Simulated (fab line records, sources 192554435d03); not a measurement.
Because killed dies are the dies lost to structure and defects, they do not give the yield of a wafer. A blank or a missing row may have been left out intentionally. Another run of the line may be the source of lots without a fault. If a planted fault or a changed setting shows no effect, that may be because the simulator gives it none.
Check for tools in common || flow n5Finfet || 9 lots and 27 wafers in the sample

## WHAT PROMPTED THE OPENING
At N5_SD_EPI_P_INSPECT_26 the reading rawDefectCount is flagged on 2 of 9 lots. Fault-free wafers read 185, with a standard deviation of 46.
Rule: a lot gets a flag if all its wafers with a number sit over 4 standard deviations from that mean, or if no wafer of it has a number. All remaining lots are regarded as sound.

{"lot": "L384", "measured": "day 3 14:05", "on": "defectInspect-02", "rawDefectCount, wafer by wafer": "242 168 183", "flag": ""}
{"lot": "L386", "measured": "day 3 23:01", "on": "defectInspect-02", "rawDefectCount, wafer by wafer": "145 170 189", "flag": ""}
{"lot": "L385", "measured": "day 4 04:16", "on": "defectInspect-02", "rawDefectCount, wafer by wafer": "148 196 200", "flag": ""}
{"lot": "L387", "measured": "day 4 08:27", "on": "defectInspect-01", "rawDefectCount, wafer by wafer": "159 163 183", "flag": ""}
{"lot": "L392", "measured": "day 5 11:34", "on": "defectInspect-02", "rawDefectCount, wafer by wafer": "212 219 190", "flag": ""}
{"lot": "L395", "measured": "day 6 07:21", "on": "defectInspect-01", "rawDefectCount, wafer by wafer": "252 264 181", "flag": ""}
{"lot": "L396", "measured": "day 6 18:14", "on": "defectInspect-02", "rawDefectCount, wafer by wafer": "238 290 217", "flag": ""}
{"lot": "L406", "measured": "day 8 21:19", "on": "defectInspect-02", "rawDefectCount, wafer by wafer": "1419 1536 1402", "flag": "FLAGGED"}
{"lot": "L407", "measured": "day 9 06:47", "on": "defectInspect-01", "rawDefectCount, wafer by wafer": "1452 1417 1459", "flag": "FLAGGED"}
Average over the flagged lots: 1448; offset from the usual +1262, equal to +27 standard deviations.

## TOOL THAT RAN EACH LOT
4 process steps preceding the reading are held in the record, out of 1938 steps in the route. Read each cell as the tool, then ch plus the chambers that the sampled wafers visited, then the start.
{"lot": "L384", "flag": "", "N5_SD_EPI_N_STRIP_38": "plasmaAsher-02 ch 0,1, day 3 05:44", "N5_SD_EPI_N_LINER_46": "aldSin-03 ch 0,1, day 3 09:37", "N5_SD_EPI_P_ETCH_47": "rieDiel-06 ch 1,2, day 3 10:52", "N5_SD_EPI_P_STRIP_40": "plasmaAsher-02 ch 0,1, day 3 11:11"}
{"lot": "L386", "flag": "", "N5_SD_EPI_N_STRIP_38": "plasmaAsher-02 ch 1, day 3 15:38", "N5_SD_EPI_N_LINER_46": "aldSin-01 ch 0,1,2, day 3 18:33", "N5_SD_EPI_P_ETCH_47": "rieDiel-06 ch 1,2,3, day 3 19:49", "N5_SD_EPI_P_STRIP_40": "plasmaAsher-01 ch 0,1, day 3 20:08"}
{"lot": "L385", "flag": "", "N5_SD_EPI_N_STRIP_38": "plasmaAsher-02 ch 0,1, day 3 19:19", "N5_SD_EPI_N_LINER_46": "aldSin-02 ch 0,1,3, day 3 22:58", "N5_SD_EPI_P_ETCH_47": "rieDiel-02 ch 1,2, day 4 00:14", "N5_SD_EPI_P_STRIP_40": "plasmaAsher-01 ch 0,1, day 4 00:32"}
{"lot": "L387", "flag": "", "N5_SD_EPI_N_STRIP_38": "plasmaAsher-02 ch 0,1, day 4 01:09", "N5_SD_EPI_N_LINER_46": "aldSin-03 ch 1,3, day 4 04:04", "N5_SD_EPI_P_ETCH_47": "rieDiel-04 ch 1,3, day 4 05:14", "N5_SD_EPI_P_STRIP_40": "plasmaAsher-01 ch 0, day 4 05:34"}
{"lot": "L392", "flag": "", "N5_SD_EPI_N_STRIP_38": "plasmaAsher-02 ch 0,1, day 5 02:26", "N5_SD_EPI_N_LINER_46": "aldSin-03 ch 0,1,3, day 5 07:06", "N5_SD_EPI_P_ETCH_47": "rieDiel-02 ch 1,2,3, day 5 08:21", "N5_SD_EPI_P_STRIP_40": "plasmaAsher-02 ch 0,1, day 5 08:40"}
{"lot": "L395", "flag": "", "N5_SD_EPI_N_STRIP_38": "plasmaAsher-01 ch 0,1, day 5 23:11", "N5_SD_EPI_N_LINER_46": "aldSin-03 ch 1,2,3, day 6 02:07", "N5_SD_EPI_P_ETCH_47": "rieDiel-06 ch 0,1,3, day 6 04:08", "N5_SD_EPI_P_STRIP_40": "plasmaAsher-01 ch 0,1, day 6 04:28"}
{"lot": "L396", "flag": "", "N5_SD_EPI_N_STRIP_38": "plasmaAsher-02 ch 0, day 6 10:49", "N5_SD_EPI_N_LINER_46": "aldSin-01 ch 1,2,3, day 6 13:54", "N5_SD_EPI_P_ETCH_47": "rieDiel-02 ch 0,1,3, day 6 15:02", "N5_SD_EPI_P_STRIP_40": "plasmaAsher-01 ch 0,1, day 6 15:22"}
{"lot": "L406", "flag": "FLAGGED", "N5_SD_EPI_N_STRIP_38": "plasmaAsher-02 ch 0,1, day 8 13:50", "N5_SD_EPI_N_LINER_46": "aldSin-03 ch 1,2,3, day 8 16:44", "N5_SD_EPI_P_ETCH_47": "rieDiel-06 ch 0,2, day 8 17:59", "N5_SD_EPI_P_STRIP_40": "plasmaAsher-01 ch 0,1, day 8 18:19"}
{"lot": "L407", "flag": "FLAGGED", "N5_SD_EPI_N_STRIP_38": "plasmaAsher-02 ch 0,1, day 8 21:38", "N5_SD_EPI_N_LINER_46": "aldSin-01 ch 0,2, day 9 02:19", "N5_SD_EPI_P_ETCH_47": "rieDiel-04 ch 0,1, day 9 03:34", "N5_SD_EPI_P_STRIP_40": "plasmaAsher-01 ch 1, day 9 03:53"}
These steps, and what they do:
- N5_SD_EPI_N_STRIP_38: strips in N2/H2.
- N5_SD_EPI_N_LINER_46: material SiNx, target thk 3 nm.
- N5_SD_EPI_P_ETCH_47: etches SiOCN in CH3F/O2, target depth 25 nm.
- N5_SD_EPI_P_STRIP_40: strips in N2/H2.
- N5_SD_EPI_P_INSPECT_26: inspects for defects (darkfield).

## FLAGGED OVER TOTAL, TOOL BY TOOL (the gauges that took the reading come last)
{"step": "N5_SD_EPI_N_STRIP_38", "tool": "plasmaAsher-01", "lots run": 1, "flagged": 0, "share of the flagged lots": "none", "sound lots run after its first flagged lot": "-"}
{"step": "N5_SD_EPI_N_STRIP_38", "tool": "plasmaAsher-02", "lots run": 8, "flagged": 2, "share of the flagged lots": "all", "sound lots run after its first flagged lot": 0}
{"step": "N5_SD_EPI_N_LINER_46", "tool": "aldSin-01", "lots run": 3, "flagged": 1, "share of the flagged lots": "some", "sound lots run after its first flagged lot": 0}
{"step": "N5_SD_EPI_N_LINER_46", "tool": "aldSin-02", "lots run": 1, "flagged": 0, "share of the flagged lots": "none", "sound lots run after its first flagged lot": "-"}
{"step": "N5_SD_EPI_N_LINER_46", "tool": "aldSin-03", "lots run": 5, "flagged": 1, "share of the flagged lots": "some", "sound lots run after its first flagged lot": 0}
{"step": "N5_SD_EPI_P_ETCH_47", "tool": "rieDiel-02", "lots run": 3, "flagged": 0, "share of the flagged lots": "none", "sound lots run after its first flagged lot": "-"}
{"step": "N5_SD_EPI_P_ETCH_47", "tool": "rieDiel-04", "lots run": 2, "flagged": 1, "share of the flagged lots": "some", "sound lots run after its first flagged lot": 0}
{"step": "N5_SD_EPI_P_ETCH_47", "tool": "rieDiel-06", "lots run": 4, "flagged": 1, "share of the flagged lots": "some", "sound lots run after its first flagged lot": 0}
{"step": "N5_SD_EPI_P_STRIP_40", "tool": "plasmaAsher-01", "lots run": 7, "flagged": 2, "share of the flagged lots": "all", "sound lots run after its first flagged lot": 0}
{"step": "N5_SD_EPI_P_STRIP_40", "tool": "plasmaAsher-02", "lots run": 2, "flagged": 0, "share of the flagged lots": "none", "sound lots run after its first flagged lot": "-"}
{"step": "N5_SD_EPI_P_INSPECT_26", "tool": "defectInspect-01", "lots run": 3, "flagged": 1, "share of the flagged lots": "some", "sound lots run after its first flagged lot": 0}
{"step": "N5_SD_EPI_P_INSPECT_26", "tool": "defectInspect-02", "lots run": 6, "flagged": 1, "share of the flagged lots": "some", "sound lots run after its first flagged lot": 0}

## WHAT THE TABLE ALLOWS
Every flagged lot went through 2 rows of the table: plasmaAsher-02 at N5_SD_EPI_N_STRIP_38 and plasmaAsher-01 at N5_SD_EPI_P_STRIP_40.
- plasmaAsher-02 at N5_SD_EPI_N_STRIP_38 ran 8 lots, 2 of them flagged. A fault beginning between L396 (day 6 10:49), its last sound lot, and L406 (day 8 13:50), its first flagged one, fits the data.
- plasmaAsher-01 at N5_SD_EPI_P_STRIP_40 ran 7 lots, 2 of them flagged. A fault beginning between L396 (day 6 15:22), its last sound lot, and L406 (day 8 18:19), its first flagged one, fits the data. On the flagged lots its readings are blank where sound lots have values: drypumpMotorCurrentA, h2FlowSccm, heaterPowerW, oesProductAu.
Because each of these 2 tools fits a fault that began at some hour, counting lots does not separate them. More lots, or a look at what each step does to the wafer, might.

## WHAT THE SIMULATOR PUT IN
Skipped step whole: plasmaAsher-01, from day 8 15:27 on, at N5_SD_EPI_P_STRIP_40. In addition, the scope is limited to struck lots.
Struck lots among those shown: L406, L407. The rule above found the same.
